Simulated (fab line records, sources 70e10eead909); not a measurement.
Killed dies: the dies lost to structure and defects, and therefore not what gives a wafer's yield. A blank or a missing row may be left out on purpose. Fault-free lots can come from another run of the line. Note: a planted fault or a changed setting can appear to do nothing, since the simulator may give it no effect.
Matching of chambers ; flow nand_harc ; 3 sister chambers for NHARC_A_M1_DEP_33 on pecvd-04
The step deposits SiCN, target thk 30 nm. 14 wafers are shown with their chamber, then 7 later ones without.

## WAFERS WITH THEIR CHAMBER
wafer;chamber;heater_power_w (W);rf_fwd_power_W (W)
L791.1;2;603;448.3
L791.2;1;585;448.6
L791.3;0;482;449.2
L794.1;1;661;450.4
L794.2;0;556;450.1
L794.3;2;675;446.8
L801.2;2;691;449.1
L801.4;1;650;449.0
L801.6;2;683;448.1
L808.1;2;651;451.2
L808.3;1;606;447.5
L808.4;1;618;449.8
L809.1;2;644;449.9
L809.5;0;546;448.5

SIGNATURES (averages over the wafers above)
reading;chamber 0;chamber 1;chamber 2;scatter within a chamber
heater_power_w;528.00;624.00;657.83;33.6
rf_fwd_power_W;449.267;449.060;448.900;1.28
Rule: for each reading, subtract the chamber's mean from the wafer's reading, divide by that reading's scatter and square the result; add these up over the readings and take the root, which gives the wafer's distance from the chamber. If the next closest chamber is less than 2 further off than the closest, the wafer can't be placed; otherwise it belongs to the closest. The scatter: the root of (the sum of the squares of (reading less its chamber's mean) over the shown wafers, divided by (wafers less chambers)).

## WAFERS WITH NO CHAMBER GIVEN
wafer;heater_power_w (W);rf_fwd_power_W (W)
L809.6;616;448.0
L812.1;566;450.0
L812.4;684;448.2
L812.5;579;450.5
L813.3;604;448.1
L813.4;481;451.3
L813.5;576;451.7

## CHAMBER TAKEN BY EACH
wafer;from the rows above;in truth
L809.6;can't be placed: 1 or 2 or 0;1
L812.1;can't be placed: 0 or 1 or 2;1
L812.4;can't be placed: 2 or 1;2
L812.5;can't be placed: 1 or 0 or 2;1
L813.3;can't be placed: 1 or 2 or 0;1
L813.4;0;0
L813.5;can't be placed: 0 or 1 or 2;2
Correct placement for 1 of the 7. Cannot be placed on the basis of these rows: 6; the candidates contain the true chamber in 6. Number placed wrongly: 0.
